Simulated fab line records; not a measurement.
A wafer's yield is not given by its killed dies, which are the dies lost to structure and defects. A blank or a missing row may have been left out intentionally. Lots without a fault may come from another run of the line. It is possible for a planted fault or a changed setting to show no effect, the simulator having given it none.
Chamber matching || flow n5Finfet || 4 sister chambers for N5_BEOL_M6_ETCH_65 on rieDiel-05
The step etches SiARC in CF4, target depth 15.6 nm, time 26 s. 8 wafers are shown with their chamber, then 8 later ones without.

EACH WAFER AND ITS CHAMBER
{"wafer": "L080.4", "chamber": 0, "drypumpMotorCurrentA (A)": 5.0, "showerheadPlenumPTorr (Torr)": 2.27}
{"wafer": "L080.5", "chamber": 2, "drypumpMotorCurrentA (A)": 5.8, "showerheadPlenumPTorr (Torr)": 2.18}
{"wafer": "L089.4", "chamber": 1, "drypumpMotorCurrentA (A)": 5.7, "showerheadPlenumPTorr (Torr)": 2.22}
{"wafer": "L089.6", "chamber": 1, "drypumpMotorCurrentA (A)": 5.7, "showerheadPlenumPTorr (Torr)": 2.22}
{"wafer": "L090.2", "chamber": 2, "drypumpMotorCurrentA (A)": 5.8, "showerheadPlenumPTorr (Torr)": 2.17}
{"wafer": "L090.3", "chamber": 0, "drypumpMotorCurrentA (A)": 5.1, "showerheadPlenumPTorr (Torr)": 2.26}
{"wafer": "L090.6", "chamber": 3, "drypumpMotorCurrentA (A)": 5.9, "showerheadPlenumPTorr (Torr)": 2.10}
{"wafer": "L091.1", "chamber": 3, "drypumpMotorCurrentA (A)": 5.9, "showerheadPlenumPTorr (Torr)": 2.10}

WAFERS WITH NO CHAMBER GIVEN
{"wafer": "L091.2", "drypumpMotorCurrentA (A)": 5.8, "showerheadPlenumPTorr (Torr)": 2.17}
{"wafer": "L091.3", "drypumpMotorCurrentA (A)": 5.6, "showerheadPlenumPTorr (Torr)": 2.22}
{"wafer": "L093.1", "drypumpMotorCurrentA (A)": 5.7, "showerheadPlenumPTorr (Torr)": 2.22}
{"wafer": "L093.5", "drypumpMotorCurrentA (A)": 5.7, "showerheadPlenumPTorr (Torr)": 2.22}
{"wafer": "L093.6", "drypumpMotorCurrentA (A)": 5.0, "showerheadPlenumPTorr (Torr)": 2.26}
{"wafer": "L092.2", "drypumpMotorCurrentA (A)": 5.1, "showerheadPlenumPTorr (Torr)": 2.25}
{"wafer": "L092.4", "drypumpMotorCurrentA (A)": 5.7, "showerheadPlenumPTorr (Torr)": 2.22}
{"wafer": "L092.5", "drypumpMotorCurrentA (A)": 5.9, "showerheadPlenumPTorr (Torr)": 2.10}

THE CHAMBER EACH PASSED THROUGH
{"wafer": "L091.2", "from the rows above": 2, "in truth": 2}
{"wafer": "L091.3", "from the rows above": 1, "in truth": 1}
{"wafer": "L093.1", "from the rows above": 1, "in truth": 1}
{"wafer": "L093.5", "from the rows above": 1, "in truth": 1}
{"wafer": "L093.6", "from the rows above": 0, "in truth": 0}
{"wafer": "L092.2", "from the rows above": 0, "in truth": 0}
{"wafer": "L092.4", "from the rows above": 1, "in truth": 1}
{"wafer": "L092.5", "from the rows above": 3, "in truth": 3}
Correctly placed: 8 of 8. Left unplaced by these rows: 0. Number placed wrongly: 0.
How it was worked out, from the rows above alone: a wafer's distance from a chamber is the root of the sum, over the readings, of the square of ((its reading less the chamber's mean) divided by the reading's scatter). If the next closest chamber is less than 2 further off than the closest, the wafer can't be placed; otherwise it belongs to the closest. A chamber's mean is the mean of its shown wafers. The scatter is the square root of a quotient: the sum, over the shown wafers, of each reading's squared deviation from its chamber's mean, divided by wafers minus chambers.
